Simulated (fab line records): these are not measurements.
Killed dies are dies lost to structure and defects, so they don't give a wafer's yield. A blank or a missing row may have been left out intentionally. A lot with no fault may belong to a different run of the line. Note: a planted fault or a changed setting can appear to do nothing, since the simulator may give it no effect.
Chamber matching    flow n5-finfet    4 sister chambers for N5_FIN_SAQP_SPACER1_ALD_24 on ald-sin-03
The step deposits SiO2, target thk 20.3 nm, pulse time 1 s, purge time 2 s. 8 wafers are shown with their chamber, then 12 later ones without.

== WAFERS, EACH WITH ITS CHAMBER ==
wafer   chamber  heater-power-w (W)  precursor-pulse-height-rel
L085.1  1        438                 1.002
L085.5  3        520                 1.019
L085.6  0        453                 0.993
L087.4  1        446                 0.972
L087.5  2        435                 0.986
L093.1  3        527                 1.021
L093.2  0        448                 1.016
L093.3  2        447                 0.984

== WAFERS MISSING THEIR CHAMBER ==
wafer   heater-power-w (W)  precursor-pulse-height-rel
L093.4  450                 1.021
L093.5  440                 0.988
L093.6  449                 1.042
L094.2  440                 1.014
L094.4  450                 0.969
L094.6  444                 0.996
L095.1  443                 0.999
L095.3  449                 0.994
L095.5  459                 0.987
L096.2  529                 1.007
L096.4  447                 1.010
L096.6  444                 1.001

== THE CHAMBER EACH PASSED THROUGH ==
wafer   from the rows above           in truth
L093.4  can't be placed: 0 or 1 or 2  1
L093.5  can't be placed: 2 or 1 or 0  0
L093.6  can't be placed: 0 or 1 or 2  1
L094.2  can't be placed: 0 or 1 or 2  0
L094.4  can't be placed: 1 or 2 or 0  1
L094.6  can't be placed: 1 or 2 or 0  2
L095.1  can't be placed: 1 or 2 or 0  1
L095.3  can't be placed: 0 or 1 or 2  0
L095.5  can't be placed: 0 or 1 or 2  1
L096.2  3                             3
L096.4  can't be placed: 0 or 1 or 2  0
L096.6  can't be placed: 1 or 0 or 2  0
Placed correctly: 1 of 12. Cannot be placed on the basis of these rows: 11; the candidates contain the true chamber in 11. Placed wrongly: 0.
How it was worked out, from the rows above alone: a wafer's distance from a chamber is the root of the sum, over the readings, of the square of ((its reading less the chamber's mean) divided by the reading's scatter). If the next closest chamber is less than 2 further off than the closest, the wafer can't be placed; otherwise it belongs to the closest. The mean given for a chamber averages the wafers shown for that chamber. The scatter: the root of (the sum of the squares of (reading less its chamber's mean) over the shown wafers, divided by (wafers less chambers)).
